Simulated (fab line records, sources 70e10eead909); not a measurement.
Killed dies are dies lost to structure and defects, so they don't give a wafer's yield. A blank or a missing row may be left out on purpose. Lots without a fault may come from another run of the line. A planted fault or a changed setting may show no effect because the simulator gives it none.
fab line records | flow nand_harc
record lots=11 wafers=33 last_day=25
route steps=1159 shown A_M0@1013 A_M1@1033 END@1159
lots that met no fault: from a run of the same line without faults
start_h: hours from the record's first day to the start of the lot's first wafer shown | wait_h: hours since the lot's step before | " the same as in the row above | L1.1+2: a row that stands for several wafers | - no value, or no start given | * or withheld: withheld | < > ~ a bound
route shown NAME@n: a module of which the file shows steps, and the number in the route of the first | usual: mean/standard deviation of fault-free wafers | same: alike in all rows | chamber/n: place in a boat | sites: the reading at each site | _std_site: their standard deviation | _edge_site: outer sites' mean less inner sites' | radius_mm: how far each site lies from the wafer's centre | mask NAME#n: copy n | behind: the tool/chamber that last shaped the wafer | hold: why the lot was held/for how many hours/how that ended | device: the transistor (n, p or np) that didn't switch | end of line: the same wafers' tests at the end of the route | a step without rows: its recipe alone | killed: dies lost to structure and defects at the first sort, not the wafer's yield | map: a wafer's dies, x killed, . not, _ none there
set.NAME: the setting as run; set.NAME@STEP: as run at that earlier step | model.NAME: the simulator's own value behind a step, which no gauge read
steps of the route over a sample of lots; a table a step, a row a wafer
services: from which hour (start_h, from the record's first day; less than 0 if before it) a tool's chamber was out of use, for how many hours, and why
## steps
# step NHARC_A_M0_DEGAS_28
# recipe temp_c=250 time_s=60
# usual heater_power_w=323/31 susceptor_temp_C=249.98/0.17
# columns lot.wafer tool chamber start_h wait_h heater_power_w susceptor_temp_C
L984.4 pvd_sputter-01 - 413.68 - 275 249.84
L984.3 " - " " 328 250.08
L984.1 " - " " 311 249.79
L989.3 pvd_sputter-01 - 424.94 - 324 250.07
L989.1 " - " " 310 249.96
L989.5 " - " " 333 250.11
L990.4 pvd_sputter-03 - 432.59 - 336 249.93
L990.5 " - " " 325 249.76
L990.6 " - " " 291 249.89
L993.1 pvd_sputter-03 - 457.50 - 336 249.71
L993.4 " - " " 295 250.24
L993.5 " - " " 293 250.08
L992.2 pvd_sputter-01 - 463.27 - 306 250.05
L992.6 " - " " 381 250.32
L992.5 " - " " 305 250.16
L996.2 pvd_sputter-01 - 473.79 - 326 249.85
L996.3 " - " " 382 250.16
L996.4 " - " " 312 249.94
L100.3 pvd_sputter-03 - 501.04 - 312 250.13
L100.1 " - " " 334 249.98
L100.6 " - " " 288 249.96
L102.2 pvd_sputter-01 - 502.93 - 277 250.05
L102.6 " - " " 390 250.04
L102.5 " - " " 307 249.94
L101.4 pvd_sputter-03 - 503.03 - 330 249.72
L101.6 " - " " 291 250.21
L101.5 " - " " 312 250.08
L105.1 pvd_sputter-02 - 525.33 - 387 -
L105.2 " - " " 325 -
L105.6 " - " " 390 -
L104.2 pvd_sputter-02 - 532.52 - 321 249.64
L104.3 " - " " 312 250.10
L104.4 " - " " 383 249.96
# step NHARC_A_M1_EXPOSE_06
# recipe na=1.35 target_cd_nm=120 dose_mj=75.13 mask_id=A_M1
# usual exposure_dose_mJ_cm2=75.13/0.086
# columns lot.wafer tool chamber start_h wait_h mask exposure_dose_mJ_cm2
L984.1 arfi_scanner-03 0 416.48 - A_M1#0 75.19
L984.3 " 0 " " A_M1#0 75.17
L984.4 " 0 " " A_M1#0 75.24
L989.1 arfi_scanner-03 0 428.00 - A_M1#0 75.02
L989.3 " 0 " " A_M1#0 75.09
L989.5 " 0 " " A_M1#0 75.08
L990.4 arfi_scanner-03 0 435.46 - A_M1#0 75.06
L990.5 " 0 " " A_M1#0 75.18
L990.6 " 0 " " A_M1#0 74.99
L993.1 arfi_scanner-01 0 460.31 - A_M1#0 75.23
L993.4 " 0 " " A_M1#0 75.18
L993.5 " 0 " " A_M1#0 75.24
L992.2 arfi_scanner-02 0 466.12 - A_M1#0 75.29
L992.5 " 0 " " A_M1#0 75.19
L992.6 " 0 " " A_M1#0 75.36
L996.2 arfi_scanner-02 0 477.59 - A_M1#0 75.06
L996.3 " 0 " " A_M1#0 75.10
L996.4 " 0 " " A_M1#0 74.96
L100.1 arfi_scanner-02 0 503.76 - A_M1#0 68.57
L100.3 " 0 " " A_M1#0 68.81
L100.6 " 0 " " A_M1#0 68.62
L102.2 arfi_scanner-03 0 505.75 - A_M1#0 75.10
L102.5 " 0 " " A_M1#0 75.09
L102.6 " 0 " " A_M1#0 75.10
L101.4 arfi_scanner-03 0 506.40 - A_M1#0 75.13
L101.5 " 0 " " A_M1#0 75.16
L101.6 " 0 " " A_M1#0 75.19
L105.1 arfi_scanner-02 0 528.19 - A_M1#0 69.81
L105.2 " 0 " " A_M1#0 69.78
L105.6 " 0 " " A_M1#0 69.83
L104.2 arfi_scanner-02 0 535.31 - A_M1#0 70.94
L104.3 " 0 " " A_M1#0 70.84
L104.4 " 0 " " A_M1#0 70.89
# step NHARC_A_M1_CD_MEAS_09
# recipe target_cd_nm=120 landing_energy_ev=500
# usual cd_nm=120.0/0.61
# columns lot.wafer tool chamber start_h wait_h cd_nm
L984.1 cd_sem-01 0 416.62 - 119.5
L984.3 " 0 " " 119.5
L984.4 " 0 " " 119.0
L989.1 cd_sem-03 0 428.14 - 119.0
L989.3 " 0 " " 119.7
L989.5 " 0 " " 119.9
L990.4 cd_sem-01 0 435.59 - 119.2
L990.5 " 0 " " 119.2
L990.6 " 0 " " 120.2
L993.1 cd_sem-02 0 460.45 - 121.0
L993.4 " 0 " " 120.5
L993.5 " 0 " " 119.9
L992.2 cd_sem-03 0 466.26 - 119.8
L992.5 " 0 " " 119.8
L992.6 " 0 " " 119.3
L996.2 cd_sem-02 0 477.74 - 120.3
L996.3 " 0 " " 119.9
L996.4 " 0 " " 121.2
L100.1 cd_sem-03 0 503.90 - 114.0
L100.3 " 0 " " 114.4
L100.6 " 0 " " 114.6
L102.2 cd_sem-03 0 505.89 - 121.1
L102.5 " 0 " " 120.2
L102.6 " 0 " " 119.8
L101.4 cd_sem-02 0 506.53 - 119.8
L101.5 " 0 " " 120.8
L101.6 " 0 " " 119.7
L105.1 cd_sem-01 0 528.33 - 116.6
L105.2 " 0 " " 116.2
L105.6 " 0 " " 116.9
L104.2 cd_sem-01 0 535.46 - 116.4
L104.3 " 0 " " 116.4
L104.4 " 0 " " 116.2
# step NHARC_A_M1_INSPECT_11
# usual raw_defect_count=31/14
# columns lot.wafer tool chamber start_h wait_h raw_defect_count
L984.1 defect_inspect-01 - 416.75 0.0 5
L984.3 " - " " 12
L984.4 " - " " 2
L989.1 defect_inspect-02 - 428.27 0.0 14
L989.3 " - " " 11
L989.5 " - " " 13
L990.4 defect_inspect-01 - 435.72 0.0 19
L990.5 " - " " 15
L990.6 " - " " 21
L993.1 defect_inspect-02 - 460.57 0.0 38
L993.4 " - " " 36
L993.5 " - " " 52
L992.2 defect_inspect-01 - 466.39 0.0 39
L992.5 " - " " 35
L992.6 " - " " 57
L996.2 defect_inspect-02 - 477.86 0.0 27
L996.3 " - " " 32
L996.4 " - " " 38
L100.1 defect_inspect-01 - 504.04 0.1 28
L100.3 " - " " 39
L100.6 " - " " 35
L102.2 defect_inspect-01 - 506.02 0.0 21
L102.5 " - " " 19
L102.6 " - " " 22
L101.4 defect_inspect-02 - 506.65 0.0 24
L101.5 " - " " 48
L101.6 " - " " 43
L105.1 defect_inspect-01 - 528.46 0.0 35
L105.2 " - " " 34
L105.6 " - " " 44
L104.2 defect_inspect-02 - 535.58 0.0 45
L104.3 " - " " 40
L104.4 " - " " 47
# step NHARC_A_M1_ETCH_35
# recipe target_depth_a=400 overetch_a=120 time_s=43.94 ion_energy_ev=200 n2_flow_sccm=150 h2_flow_sccm=150 ar_flow_sccm=0 rf_w=400 bias_w=150 chemistry=N2/H2
# usual drypump_motor_current_A=5.7/0.48 oes_product_au=0.996/0.0087 rf_vpp_V=432.1/1.9 showerhead_plenum_p_Torr=2.10/0.062 throttle_valve_pct=14.172/0.008
# columns lot.wafer tool chamber start_h wait_h drypump_motor_current_A oes_product_au rf_hours_counter_h rf_vpp_V showerhead_plenum_p_Torr throttle_valve_pct
L984.4 rie_diel-04 0 416.90 0.1 6.1 1.003 3.3 428.5 1.99 14.175
L984.3 " 1 " " 6.4 0.985 3.6 431.2 2.01 14.175
L984.1 " 3 " " 5.3 0.993 3.5 432.4 2.16 14.170
L989.1 rie_diel-08 3 428.42 0.1 6.2 0.995 7.8 431.3 2.08 14.174
L989.3 " 1 " " 5.8 0.983 7.2 433.2 2.12 14.174
L989.5 " 3 " " 6.2 0.998 - 430.4 2.08 14.162
L990.4 rie_diel-04 3 435.87 0.1 5.3 0.994 4.1 434.6 2.16 14.175
L990.5 " 1 " " 6.4 0.975 - 430.4 2.01 14.160
L990.6 " 2 " " 4.9 0.987 - 434.0 2.15 14.174
L993.1 rie_diel-08 0 460.72 0.1 5.5 0.991 8.6 432.7 2.18 14.178
L993.4 " 1 " " 5.8 0.989 8.6 431.8 2.12 14.177
L993.5 " 1 " " 5.9 0.985 - 432.1 2.12 14.165
L992.2 rie_diel-07 1 466.54 0.1 5.2 0.992 3.6 434.4 2.18 14.178
L992.5 " 3 " " 6.3 1.005 - 429.1 2.03 14.179
L992.6 " 0 " " 5.4 1.007 - 431.6 2.07 14.184
L996.4 rie_diel-07 2 478.01 0.1 5.6 1.001 4.7 432.2 2.08 14.171
L996.3 " 3 " " 6.3 1.006 4.7 430.1 2.03 14.176
L996.2 " 0 " " 5.4 1.002 4.6 432.1 2.07 14.174
L100.1 rie_diel-08 0 504.19 0.1 5.5 1.002 2.1 435.8 2.18 14.160
L100.3 " 1 " " 5.8 1.007 1.9 433.1 2.12 14.175
L100.6 " 0 " " 5.5 0.998 - 434.1 2.18 14.170
L102.2 rie_diel-04 2 506.18 0.1 4.9 1.007 0.9 434.4 2.15 14.173
L102.6 " 1 " " 6.4 0.996 - 431.0 2.01 14.164
L102.5 " 2 " " 4.9 1.001 - 433.4 2.15 14.183
L101.4 rie_diel-04 3 506.81 0.1 5.3 0.986 1.1 433.3 2.16 14.185
L101.5 " 0 " " 6.0 0.992 - 430.1 1.99 14.176
L101.6 " 1 " " 6.4 0.980 - 428.2 2.01 14.168
L105.2 rie_diel-07 0 528.60 0.1 5.4 1.001 8.9 431.5 2.06 14.174
L105.1 " 2 " " 5.6 0.995 8.7 432.5 2.08 14.169
L105.6 " 1 " " 5.3 0.995 - 433.7 2.18 14.174
L104.2 rie_diel-04 3 535.72 0.1 5.3 1.003 1.5 433.1 2.16 14.167
L104.4 " 0 " " 6.1 1.005 1.5 429.5 1.99 14.164
L104.3 " 1 " " 6.4 0.983 1.4 429.7 2.01 14.167
# step NHARC_END_SORT_01
# recipe temp_c=25
# usual defect_limited_yield=95.1/1.8 killed_at_array=29/11 killed_at_other=0.5/0.8 killed_at_periphery=3.5/2.8 killed_dies=33/12 killed_open=3.1/1.8 killed_short=1.8/1.4 sort_bin_2_pct=1.5/0.65 sort_bin_3_pct=0.24/0.21 sort_bin_4_pct=3.1/1.2 sort_n_pass=644/12 sort_rim_yield_pct=97.5/1.9 sort_yield_pct=95.1/1.8
# same gross_dies=677 sort_bin_5_pct[%]=0 sort_bin_6_pct[%]=0 sort_bin_7_pct[%]=0 sort_bin_8_pct[%]=0 sort_rim_n_gross=106.00
# columns lot.wafer tool chamber start_h wait_h defect_limited_yield[%] killed_at_array killed_at_other killed_at_periphery killed_dies killed_open killed_short sort_bin_2_pct[%] sort_bin_3_pct[%] sort_bin_4_pct[%] sort_n_pass sort_rim_yield_pct[%] sort_yield_pct[%]
L990.4 prober-02 0 494.69 3.4 96.5 22 2 0 24 5 2 0.7 0 2.8 653 98.1 96.5
L990.5 prober-02 0 495.49 3.7 96.8 16 3 3 22 5 2 0.7 0 2.5 655 99.1 96.8
L990.6 prober-02 0 496.28 4.0 95.3 23 2 7 32 5 2 1.6 0.44 2.7 645 95.3 95.3
L992.2 prober-02 0 502.87 2.8 92.6 40 0 10 50 1 3 2.1 0.15 5.2 627 96.2 92.6
L992.5 prober-02 0 505.30 3.7 94.4 35 0 3 38 1 1 1.8 0.30 3.5 639 95.3 94.4
L992.6 prober-02 0 506.11 4.1 92.0 46 0 8 54 1 1 2.7 0.15 5.2 623 97.2 92.0
L996.2 prober-02 0 513.15 2.8 95.6 25 1 4 30 6 3 1.0 0.30 3.1 647 98.1 95.6
L996.3 prober-02 0 513.95 3.1 95.1 33 0 0 33 3 2 1.9 0.15 2.8 644 99.1 95.1
L996.4 prober-02 0 514.75 3.4 94.7 35 0 1 36 3 2 1.8 0.59 3.0 641 91.5 94.7
# killed by level:class
L990.4 A_CHANNEL_HOLE_D1:chamber_film_flake=9 A_STAIRCASE:chamber_film_flake=3 A_CONTACT:chamber_film_flake=3 A_WL_FILL:geometric_particle:open=2 THIN_TSV:chamber_film_flake=2 A_SOURCE_PLATE:geometric_particle:open=1 A_CHANNEL_FILL_D1:geometric_particle:open=1 A_WL_FILL:geometric_particle:short=1
L990.5 A_CHANNEL_HOLE_D1:chamber_film_flake=8 A_CONTACT:chamber_film_flake=3 A_CONTACT:geometric_particle:open=2 THIN_TSV:chamber_film_flake=2 P_GATE:geometric_particle:open=1 A_ONON_D1:geometric_particle:short=1 A_WL_FILL:geometric_particle:short=1 A_BLC:geometric_particle:open=1
L990.6 A_CHANNEL_HOLE_D1:chamber_film_flake=15 P_STI:chamber_film_flake=2 P_GATE:chamber_film_flake=2 A_CONTACT:chamber_film_flake=2 THIN_TSV:chamber_film_flake=2 P_GATE:geometric_particle:open=1 P_CONTACT:geometric_particle:open=1 P_M2:geometric_particle:open=1
L992.2 A_SLIT:chamber_film_flake=14 A_CHANNEL_HOLE_D1:chamber_film_flake=10 A_CHANNEL_FILL_D1:chamber_film_flake=6 P_STI:chamber_film_flake=5 P_ZERO_WELL:chamber_film_flake=3 A_STAIRCASE:chamber_film_flake=3 A_M0:chamber_film_flake=3 P_M2:geometric_particle:short=1
L992.5 A_CHANNEL_HOLE_D1:chamber_film_flake=16 A_SLIT:chamber_film_flake=13 P_CONTACT:chamber_film_flake=2 A_WL_FILL:chamber_film_flake=2 A_ONON_D1:geometric_particle:open=1 A_WL_FILL:geometric_particle:short=1 P_STI:chamber_film_flake=1 A_STAIRCASE:chamber_film_flake=1
L992.6 A_CHANNEL_HOLE_D1:chamber_film_flake=17 A_SLIT:chamber_film_flake=13 P_STI:chamber_film_flake=5 A_STAIRCASE:chamber_film_flake=5 P_ZERO_WELL:chamber_film_flake=3 A_WL_FILL:chamber_film_flake=3 A_CONTACT:chamber_film_flake=3 A_M0:chamber_film_flake=2
L996.2 A_SLIT:chamber_film_flake=16 P_GATE:geometric_particle:short=2 A_CHANNEL_HOLE_D1:chamber_film_flake=2 P_M0:geometric_particle:open=1 A_ONON_D1:geometric_particle:open=1 A_CHANNEL_FILL_D1:geometric_particle:open=1 A_CONTACT:geometric_particle:short=1 A_CONTACT:geometric_particle:open=1
L996.3 A_SLIT:chamber_film_flake=16 A_CHANNEL_HOLE_D1:chamber_film_flake=6 A_CONTACT:chamber_film_flake=3 A_STAIRCASE:chamber_film_flake=2 A_CHANNEL_HOLE_D1:geometric_particle:short=1 A_CHANNEL_HOLE_D1:geometric_particle:open=1 A_CHANNEL_FILL_D1:geometric_particle:short=1 A_CONTACT:geometric_particle:open=1
L996.4 A_SLIT:chamber_film_flake=18 A_CHANNEL_HOLE_D1:chamber_film_flake=6 A_STAIRCASE:chamber_film_flake=2 A_CONTACT:chamber_film_flake=2 A_CHANNEL_HOLE_D1:geometric_particle:short=1 A_WL_FILL:geometric_particle:open=1 A_CONTACT:geometric_particle:short=1 A_CONTACT:geometric_particle:open=1
## services
# columns tool chamber start_h hours kind
pvd_sputter-02 - 392.00 10.0 pm
arfi_scanner-01 - 395.60 0.5 repair
rie_diel-04 0 396.07 - clean
rie_diel-04 1 396.07 - clean
rie_diel-04 2 396.07 - clean
rie_diel-04 3 396.07 - clean
rie_diel-07 - 405.87 9.0 pm
arfi_scanner-01 - 417.89 3.3 repair
rie_diel-07 1 418.10 3.7 repair
rie_diel-04 0 420.57 - clean
arfi_scanner-02 - 428.00 4.0 pm
pvd_sputter-01 - 428.03 5.5 repair
rie_diel-08 0 442.01 2.8 repair
rie_diel-04 0 445.48 3.4 repair
rie_diel-07 - 448.81 8.6 repair
pvd_sputter-03 - 458.09 10.0 pm
arfi_scanner-03 - 461.07 3.9 repair
rie_diel-04 - 465.90 9.0 pm
arfi_scanner-03 - 476.68 1.8 repair
rie_diel-08 - 478.80 9.0 pm
arfi_scanner-03 - 484.00 4.0 pm
rie_diel-04 - 494.56 0.9 repair
pvd_sputter-01 - 514.00 10.0 pm
rie_diel-07 2 529.95 5.2 repair
## key
first_sign step=NHARC_A_M1_EXPOSE_06 reading=exposure_dose_mJ_cm2 direction=down sigmas=62 usual=75.13 struck=69.79
effect step=NHARC_A_M1_CD_MEAS_09 reading=cd_nm direction=down sigmas=7 usual=120.0 struck=115.8 through=control_loop
met_at NHARC_A_M1_EXPOSE_06
struck_lots L100,L104,L105
loop_trim step=NHARC_A_M1_EXPOSE_06 setting=dose lots=L104,L105
not_acting_at NHARC_A_M0_DEGAS_28,NHARC_A_M1_INSPECT_11,NHARC_A_M1_ETCH_35
onset_between 477.59 503.76
fault kind=process_parameter_drift tool=arfi_scanner-02 chamber=- onset_h=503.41 steps=NHARC_A_M1_EXPOSE_06 channel=dose_mj offset=-6.5228 shape=step acts_in=these_recipes_only stated=75.13
# loop_trim: a control loop set the setting to another value than it would have without faults
